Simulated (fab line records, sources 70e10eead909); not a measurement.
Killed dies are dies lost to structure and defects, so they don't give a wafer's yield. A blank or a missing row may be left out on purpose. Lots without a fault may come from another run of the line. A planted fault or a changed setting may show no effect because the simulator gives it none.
fab line records | flow nand_harc | part 1 of 2: steps 1 to 4 of 6
record lots=22 wafers=66 last_day=24
route steps=1159 shown A_CHANNEL_HOLE_D1@483 A_STAIRCASE@549
lots that met no fault: from a run of the same line without faults
start_h: hours from the record's first day to the start of the lot's first wafer shown | wait_h: hours since the lot's step before | " the same as in the row above | L1.1+2: a row that stands for several wafers | - no value, or no start given | * or withheld: withheld | < > ~ a bound
route shown NAME@n: a module of which the file shows steps, and the number in the route of the first | usual: mean/standard deviation of fault-free wafers | same: alike in all rows | chamber/n: place in a boat | sites: the reading at each site | _std_site: their standard deviation | _edge_site: outer sites' mean less inner sites' | radius_mm: how far each site lies from the wafer's centre | mask NAME#n: copy n | behind: the tool/chamber that last shaped the wafer | hold: why the lot was held/for how many hours/how that ended | device: the transistor (n, p or np) that didn't switch | end of line: the same wafers' tests at the end of the route | a step without rows: its recipe alone | killed: dies lost to structure and defects at the first sort, not the wafer's yield | map: a wafer's dies, x killed, . not, _ none there
set.NAME: the setting as run; set.NAME@STEP: as run at that earlier step | model.NAME: the simulator's own value behind a step, which no gauge read
steps of the route over a sample of lots; a table a step, a row a wafer
services: from which hour (start_h, from the record's first day; less than 0 if before it) a tool's chamber was out of use, for how many hours, and why
## steps
# step NHARC_A_CHANNEL_HOLE_D1_ETCH_44
# recipe target_depth_a=1400 overetch_a=140 time_s=77 ion_energy_ev=100 cf4_flow_sccm=80 o2_flow_sccm=20 ar_flow_sccm=0 rf_w=300 bias_w=100 chemistry=CF4/O2
# usual drypump_motor_current_A=5.87/0.23 oes_o_777_au=1.000/0.0045 oes_product_au=1.001/0.0093 rf_vpp_V=197.5/1.1 showerhead_plenum_p_Torr=1.32/0.036 throttle_valve_pct=13.397/0.0091
# columns lot.wafer tool chamber start_h wait_h drypump_motor_current_A oes_o_777_au oes_product_au rf_hours_counter_h rf_vpp_V showerhead_plenum_p_Torr throttle_valve_pct
L074.1 rie_diel-02 0 174.78 0.0 5.77 0.999 1.004 0 197.8 1.38 13.404
L074.4 " 1 " " 6.05 0.995 1.001 0 196.8 1.31 13.410
L074.5 " 0 " " 5.79 1.000 0.999 - 198.7 1.38 13.400
L075.4 rie_diel-06 3 199.80 0.1 5.89 1.001 1.005 10 197.1 1.30 13.402
L075.2 " 0 " " 6.17 0.999 1.011 9 197.5 1.32 13.378
L075.6 " 0 " " 6.20 1.003 1.009 - 196.6 1.32 13.395
L077.4 rie_diel-10 0 203.81 0.1 5.89 1.006 0.990 1 198.5 1.37 13.406
L077.5 " 0 " " 5.87 1.003 0.986 - 199.3 1.36 13.391
L077.6 " 1 " " 5.33 1.002 0.987 - 196.7 1.27 13.400
L078.2 rie_diel-02 0 203.95 0.1 5.80 1.006 1.008 2 199.9 1.38 13.386
L078.1 " 1 " " 6.04 0.998 1.009 2 196.2 1.31 13.385
L078.6 " 3 " " 5.90 0.997 0.997 - 197.6 1.29 13.404
L081.3 rie_diel-06 0 215.63 0.1 6.18 1.006 1.007 10 197.6 1.32 13.400
L081.2 " 2 " " 5.87 0.995 1.001 11 198.4 1.34 13.405
L081.5 " 3 " " 5.88 0.998 1.000 - 197.8 1.30 13.387
L080.2 rie_diel-02 3 216.28 0.1 5.91 0.997 0.994 4 196.2 1.28 13.404
L080.1 " 1 " " 6.05 0.998 1.012 3 197.8 1.31 13.394
L080.6 " 2 " " 6.03 0.998 1.011 - 199.1 1.41 13.402
L079.4 rie_diel-10 1 220.43 0.1 5.32 1.005 0.993 3 196.2 1.27 13.398
L079.2 " 3 " " 6.17 1.004 0.982 4 198.2 1.30 13.407
L079.6 " 0 " " 5.85 0.998 0.989 - 198.1 1.36 13.399
L082.1 rie_diel-10 2 223.13 0.1 5.84 1.001 1.010 3 198.6 1.31 13.412
L082.3 " 3 " " 6.15 0.998 1.001 4 198.1 1.30 13.397
L082.6 " 1 " " 5.33 1.008 0.999 - 195.4 1.27 13.415
L083.1 rie_diel-10 0 236.13 0.1 5.90 0.991 0.995 4 199.6 1.36 13.385
L083.3 " 1 " " 5.33 0.999 1.006 4 197.3 1.27 13.414
L083.5 " 1 " " 5.33 1.001 1.006 - 197.0 1.27 13.384
L084.1 rie_diel-10 0 254.12 0.1 5.85 0.995 0.994 6 198.5 1.36 13.414
L084.2 " 2 " " 5.84 0.998 0.999 6 197.8 1.31 13.380
L084.4 " 2 " " 5.81 0.999 1.000 - 197.1 1.31 13.385
L086.2 rie_diel-06 3 254.25 0.1 5.89 1.001 1.014 1 195.0 1.30 13.395
L086.4 " 0 " " 6.18 1.008 1.008 1 197.6 1.32 13.396
L086.5 " 3 " " 5.89 1.000 1.028 - 196.9 1.30 13.397
L087.4 rie_diel-10 2 258.28 0.1 5.83 0.998 1.012 - 196.1 1.31 13.381
L087.6 " 0 " " 5.87 1.002 1.003 - 198.6 1.36 13.405
L087.5 " 1 " " 5.33 1.002 1.004 - 197.2 1.27 13.397
L085.3 rie_diel-06 3 267.42 0.1 5.88 1.004 0.995 2 196.8 1.30 13.416
L085.1 " 0 " " 6.17 0.996 0.995 1 199.1 1.32 13.393
L085.5 " 2 " " 5.86 0.991 0.996 - 197.8 1.34 13.391
L089.1 rie_diel-10 0 268.42 0.1 5.87 0.999 0.991 6 198.9 1.36 13.398
L089.5 " 2 " " 5.84 0.995 1.014 - 197.1 1.31 13.393
L089.6 " 3 " " 6.17 0.999 0.995 - 197.6 1.30 13.393
L088.3 rie_diel-10 0 271.59 0.1 5.88 0.996 0.981 7 197.7 1.36 13.413
L088.6 " 2 " " 5.86 0.998 1.009 - 198.1 1.31 13.406
L088.4 " 3 " " 6.17 1.003 0.990 - 196.9 1.30 13.397
L091.3 rie_diel-10 3 275.76 0.1 6.18 1.001 0.998 6 196.7 1.30 13.403
L091.5 " 2 " " 5.82 1.005 1.004 - 198.3 1.31 13.393
L091.6 " 3 " " 6.15 0.994 0.998 - 198.4 1.30 13.387
L090.3 rie_diel-06 3 276.49 0.0 5.90 0.994 1.009 3 197.0 1.30 13.398
L090.1 " 0 " " 6.16 1.005 0.987 2 197.1 1.32 13.387
L090.2 " 2 " " 5.86 1.002 1.011 2 198.1 1.34 13.399
L093.2 rie_diel-10 0 286.43 0.1 5.88 0.999 0.987 8 197.7 1.36 13.402
L093.4 " 1 " " 5.34 0.996 1.004 7 195.9 1.27 13.390
L093.6 " 2 " " 5.83 1.010 0.999 - 197.0 1.31 13.395
L094.2 rie_diel-02 1 294.30 0.1 6.04 0.996 1.016 10 196.9 1.31 13.392
L094.1 " 3 " " 5.90 1.000 1.002 10 196.2 1.28 13.400
L094.5 " 3 " " 5.91 1.006 1.002 - 195.2 1.28 13.389
L095.2 rie_diel-10 2 309.01 0.1 5.82 1.000 0.991 10 197.9 1.31 13.404
L095.4 " 0 " " 5.85 1.003 0.997 9 198.8 1.36 13.402
L095.6 " 1 " " 5.32 0.993 0.999 - 195.6 1.27 13.394
L096.3 rie_diel-02 3 309.51 0.2 5.94 1.001 0.997 11 197.9 1.28 13.395
L096.1 " 2 " " 5.98 1.008 1.002 11 199.5 1.41 13.392
L096.5 " 0 " " 5.76 0.999 1.002 - 198.9 1.38 13.398
L097.2 rie_diel-10 2 330.16 0.1 5.85 1.002 0.996 11 197.8 1.31 13.416
L097.1 " 0 " " 5.89 1.003 0.995 10 198.6 1.36 13.396
L097.3 " 1 " " 5.33 0.997 1.000 9 198.2 1.27 13.400
# step NHARC_A_STAIRCASE_ETCH_13
# recipe target_depth_a=1000 time_s=40.5 ion_energy_ev=400 c4f8_flow_sccm=20 o2_flow_sccm=10 ar_flow_sccm=withheld rf_w=600 bias_w=1000 chemistry=C4F8/O2
# usual oes_product_au=0.934/0.015 rf_vpp_V=896/4.9
# columns lot.wafer tool chamber start_h wait_h oes_product_au rf_hours_counter_h rf_vpp_V
L074.1 rie_diel-13 3 - - 0.937 45 895
L074.5 " 2 " " 0.925 - 891
L074.4 " 0 " " 0.931 - 899
L075.2 rie_diel-08 3 - - 0.924 47 894
L075.4 " 0 " " 0.923 48 893
L075.6 " 1 " " 0.926 - 891
L077.4 rie_diel-08 3 - - 0.970 48 894
L077.6 " 1 " " 0.939 - 891
L077.5 " 2 " " 0.947 - 894
L078.2 rie_diel-13 0 - - 0.928 50 898
L078.1 " 1 " " 0.925 50 906
L078.6 " 0 " " 0.928 - 899
L081.2 rie_diel-13 2 - - 0.932 59 889
L081.3 " 3 " " 0.933 57 895
L081.5 " 1 " " 0.907 - 904
L080.2 rie_diel-13 1 - - 0.899 55 903
L080.1 " 2 " " 0.921 59 890
L080.6 " 3 " " 0.923 - 894
L079.2 rie_diel-13 3 - - 0.936 59 896
L079.4 " 2 " " 0.918 61 891
L079.6 " 3 " " 0.931 - 896
L082.3 rie_diel-13 3 - - 0.937 59 895
L082.1 " 2 " " 0.926 62 892
L082.6 " 0 " " 0.911 - 900
L083.1 rie_diel-13 0 - - 0.972 1 898
L083.3 " 3 " " 0.966 1 895
L083.5 " 0 " " 0.960 - 897
L086.2 rie_diel-09 3 - - 0.938 15 900
L086.4 " 0 " " 0.921 18 887
L086.5 " 3 " " 0.935 - 899
L084.2 rie_diel-09 3 - - 0.920 16 899
L084.1 " 1 " " 0.920 19 896
L084.4 " 2 " " 0.929 18 901
L087.4 rie_diel-13 1 - - 0.915 8 905
L087.5 " 1 " " 0.926 - 902
L087.6 " 2 " " 0.918 - 891
L089.1 rie_diel-08 1 - - 0.922 3 890
L089.5 " 0 " " 0.932 - 897
L089.6 " 1 " " 0.929 - 890
L085.3 rie_diel-13 2 - - 0.935 10 891
L085.1 " 1 " " 0.943 10 904
L085.5 " 2 " " 0.942 - 889
L091.3 rie_diel-08 0 - - 0.927 6 893
L091.6 " 1 " " 0.941 - 889
L091.5 " 2 " " 0.942 - 895
L088.3 rie_diel-08 3 - - 0.940 6 893
L088.4 " 2 " " 0.919 6 895
L088.6 " 0 " " 0.932 - 894
L090.1 rie_diel-09 3 - - 0.942 23 898
L090.2 " 1 " " 0.924 26 894
L090.3 " 2 " " 0.946 26 900
L093.4 rie_diel-08 0 - - 0.917 12 894
L093.2 " 2 " " 0.935 13 893
L093.6 " 0 " " 0.917 - 895
L094.2 rie_diel-13 1 - - 0.963 24 904
L094.1 " 2 " " 0.953 22 889
L094.5 " 3 " " 0.947 - 894
L096.1 rie_diel-13 2 - - 0.946 27 889
L096.3 " 1 " " 0.941 28 904
L096.5 " 2 " " 0.951 - 890
L095.2 rie_diel-09 0 - - 0.928 40 887
L095.4 " 2 " " 0.965 42 900
L095.6 " 0 " " 0.942 - 890
L097.1 rie_diel-09 2 - - 0.965 47 899
L097.3 " 0 " " 0.919 45 888
L097.2 " 1 " " 0.935 45 896
# step NHARC_A_STAIRCASE_ETCH_221
# recipe target_depth_a=1000 time_s=40.5 ion_energy_ev=400 c4f8_flow_sccm=20 o2_flow_sccm=10 ar_flow_sccm=withheld rf_w=600 bias_w=1000 chemistry=C4F8/O2
# usual oes_product_au=0.932/0.012 rf_vpp_V=894/3.3
# columns lot.wafer tool chamber start_h wait_h oes_product_au rf_hours_counter_h rf_vpp_V
L074.1 rie_diel-08 3 - - 0.935 44 893
L074.5 " 3 " " 0.933 - 893
L074.4 " 0 " " 0.931 - 894
L075.4 rie_diel-08 1 - - 0.925 51 890
L075.2 " 2 " " 0.913 51 894
L075.6 " 3 " " 0.938 - 894
L077.4 rie_diel-08 0 - - 0.934 54 896
L077.5 " 3 " " 0.929 - 894
L077.6 " 0 " " 0.937 - 894
L078.2 rie_diel-13 2 - - 0.925 58 891
L078.1 " 1 " " 0.922 55 905
L078.6 " 3 " " 0.940 - 894
L081.3 rie_diel-09 1 - - 0.920 9 895
L081.2 " 3 " " 0.938 8 899
L081.5 " 0 " " 0.906 - 889
L080.2 rie_diel-09 0 - - 0.903 9 888
L080.1 " 3 " " 0.925 8 898
L080.6 " 1 " " 0.929 - 894
L082.1 rie_diel-08 1 - - 0.940 61 889
L082.3 " 0 " " 0.948 63 894
L082.6 " 1 " " 0.938 - 890
L079.4 rie_diel-08 2 - - 0.921 61 894
L079.2 " 0 " " 0.926 63 894
L079.6 " 2 " " 0.916 - 895
L083.1 rie_diel-08 2 - - 0.931 63 894
L083.3 " 0 " " 0.935 65 895
L083.5 " 2 " " 0.935 - 895
L086.4 rie_diel-08 0 - - 0.951 1 893
L086.2 " 1 " " 0.941 1 891
L086.5 " 1 " " 0.945 - 890
L084.1 rie_diel-08 1 - - 0.932 1 890
L084.4 " 3 " " 0.941 1 895
L084.2 " 0 " " 0.927 1 896
L087.4 rie_diel-08 1 - - 0.936 4 889
L087.5 " 1 " " 0.942 - 890
L087.6 " 2 " " 0.926 - 895
L089.1 rie_diel-13 1 - - 0.944 14 902
L089.6 " 2 " " 0.944 - 890
L089.5 " 3 " " 0.955 - 895
L085.1 rie_diel-08 1 - - 0.927 7 892
L085.3 " 2 " " 0.923 7 894
L085.5 " 0 " " 0.927 - 894
L088.4 rie_diel-13 2 - - 0.929 18 889
L088.3 " 0 " " 0.925 21 898
L088.6 " 3 " " 0.921 - 896
L091.3 rie_diel-08 3 - - 0.916 11 893
L091.6 " 0 " " 0.904 - 895
L091.5 " 1 " " 0.917 - 890
L090.3 rie_diel-08 0 - - 0.935 12 894
L090.2 " 1 " " 0.943 12 890
L090.1 " 2 " " 0.943 12 894
L093.2 rie_diel-08 0 - - 0.918 15 894
L093.4 " 1 " " 0.956 15 889
L093.6 " 3 " " 0.930 - 892
L094.2 rie_diel-09 2 - - 0.967 40 902
L094.1 " 1 " " 0.943 38 894
L094.5 " 3 " " 0.939 - 898
L096.1 rie_diel-08 2 - - 0.917 23 894
L096.3 " 1 " " 0.930 21 890
L096.5 " 2 " " 0.922 - 893
L095.4 rie_diel-08 2 - - 0.947 24 894
L095.2 " 3 " " 0.947 23 891
L095.6 " 2 " " 0.944 - 893
L097.2 rie_diel-08 2 - - 0.923 29 894
L097.3 " 3 " " 0.930 29 891
L097.1 " 0 " " 0.916 27 893
# step NHARC_A_STAIRCASE_TRIM_222
# recipe time_s=211.2 o2_flow_sccm=500 ar_flow_sccm=0 bias_w=0 chemistry=O2
# usual drypump_motor_current_A=6.1/0.41 oes_product_au=0.995/0.0094 rf_vpp_V=57.7/0.86 showerhead_plenum_p_Torr=3.47/0.099 throttle_valve_pct=17.035/0.0087
# columns lot.wafer tool chamber start_h wait_h drypump_motor_current_A oes_product_au rf_hours_counter_h rf_vpp_V showerhead_plenum_p_Torr throttle_valve_pct
L074.1 rie_diel-08 2 - - 6.3 0.990 43 58.3 3.49 17.041
L074.5 " 3 " " 6.3 0.988 - 56.2 3.47 17.037
L074.4 " 0 " " 5.7 0.992 - 58.1 3.50 17.032
L075.4 rie_diel-08 3 - - 6.4 1.004 52 58.1 3.47 17.040
L075.2 " 0 " " 5.7 0.996 53 56.4 3.49 17.037
L075.6 " 2 " " 6.3 0.976 - 55.8 3.49 17.048
L077.4 rie_diel-08 1 - - 6.5 0.993 52 58.3 3.36 17.036
L077.6 " 1 " " 6.5 1.000 - 57.9 3.36 17.036
L077.5 " 2 " " 6.3 0.979 - 56.2 3.49 17.039
L078.1 rie_diel-13 2 - - 6.4 1.001 58 58.7 3.38 17.041
L078.2 " 3 " " 5.4 1.015 56 56.7 3.51 17.034
L078.6 " 1 " " 5.7 0.977 - 58.6 3.78 17.033
L081.2 rie_diel-09 2 - - 5.4 1.017 9 57.2 3.66 17.016
L081.3 " 0 " " 5.8 0.990 8 57.5 3.32 17.034
L081.5 " 2 " " 5.4 1.005 - 57.6 3.66 17.035
L080.1 rie_diel-09 0 - - 5.8 0.962 9 57.4 3.32 17.026
L080.2 " 1 " " 6.8 0.983 10 57.6 3.51 17.043
L080.6 " 0 " " 5.7 0.982 - 56.1 3.32 17.019
L082.1 rie_diel-08 1 - - 6.4 0.991 61 56.6 3.36 17.032
L082.3 " 2 " " 6.3 0.989 61 57.5 3.48 17.026
L082.6 " 2 " " 6.3 0.987 - 58.5 3.48 17.046
L079.4 rie_diel-08 1 - - 6.5 1.000 61 57.9 3.36 17.032
L079.2 " 2 " " 6.3 1.000 61 56.7 3.48 17.031
L079.6 " 2 " " 6.3 0.987 - 57.9 3.48 17.039
L083.3 rie_diel-08 3 - - 6.4 1.002 65 57.3 3.46 17.021
L083.1 " 2 " " 6.3 0.988 63 57.6 3.48 17.028
L083.5 " 3 " " 6.4 0.993 - 57.8 3.46 17.019
L086.2 rie_diel-08 2 - - 6.3 0.985 1 58.6 3.48 17.022
L086.4 " 0 " " 5.7 0.989 1 55.8 3.49 17.048
L086.5 " 3 " " 6.4 1.001 - 55.8 3.46 17.039
L084.2 rie_diel-08 2 - - 6.3 0.979 1 58.3 3.48 17.045
L084.4 " 3 " " 6.4 1.006 1 58.4 3.46 17.024
L084.1 " 1 " " 6.4 0.994 1 58.3 3.36 17.039
L087.4 rie_diel-08 3 - - 6.4 0.995 4 58.1 3.46 17.031
L087.6 " 1 " " 6.5 1.006 - 56.2 3.36 17.022
L087.5 " 2 " " 6.2 0.987 - 57.4 3.48 17.050
L089.1 rie_diel-13 2 - - 6.4 1.011 14 56.9 3.37 17.035
L089.6 " 0 " " 5.9 0.995 - 57.1 3.60 17.036
L089.5 " 1 " " 5.7 0.998 - 58.7 3.76 17.032
L085.1 rie_diel-08 3 - - 6.4 1.004 8 56.4 3.45 17.037
L085.3 " 0 " " 5.7 0.987 8 57.9 3.48 17.033
L085.5 " 1 " " 6.5 1.002 - 57.0 3.35 17.029
L088.3 rie_diel-13 2 - - 6.4 1.004 18 57.5 3.37 17.036
L088.4 " 3 " " 5.4 1.009 19 56.6 3.49 17.039
L088.6 " 1 " " 5.7 1.014 - 59.0 3.76 17.035
L091.3 rie_diel-08 2 - - 6.3 0.984 12 57.9 3.48 17.028
L091.5 " 3 " " 6.3 0.990 - 56.8 3.45 17.023
L091.6 " 0 " " 5.7 0.988 - 58.8 3.48 17.050
L090.1 rie_diel-08 0 - - 5.7 0.991 12 57.5 3.48 17.023
L090.3 " 1 " " 6.5 0.996 12 57.5 3.35 17.029
L090.2 " 2 " " 6.3 0.993 12 57.2 3.48 17.041
L093.2 rie_diel-08 1 - - 6.5 0.995 15 57.7 3.35 17.033
L093.4 " 3 " " 6.4 0.996 15 57.2 3.45 17.040
L093.6 " 1 " " 6.5 0.990 - 55.8 3.35 17.042
L094.2 rie_diel-09 0 - - 5.8 0.978 36 55.9 3.30 17.043
L094.1 " 1 " " 6.8 0.976 38 57.6 3.49 17.037
L094.5 " 0 " " 5.8 0.984 - 56.8 3.30 17.039
L096.3 rie_diel-08 2 - - 6.3 1.000 23 57.1 3.47 17.041
L096.1 " 0 " " 5.6 0.997 21 58.0 3.48 17.036
L096.5 " 2 " " 6.3 0.994 - 57.7 3.47 17.027
L095.4 rie_diel-08 0 - - 5.7 0.989 22 57.2 3.47 17.046
L095.2 " 1 " " 6.5 1.004 23 56.7 3.34 17.037
L095.6 " 0 " " 5.7 0.991 - 58.5 3.47 17.046
L097.3 rie_diel-08 2 - - 6.3 1.000 29 57.1 3.47 17.033
L097.1 " 3 " " 6.3 0.994 29 58.0 3.44 17.026
L097.2 " 1 " " 6.4 1.002 27 58.4 3.34 17.028
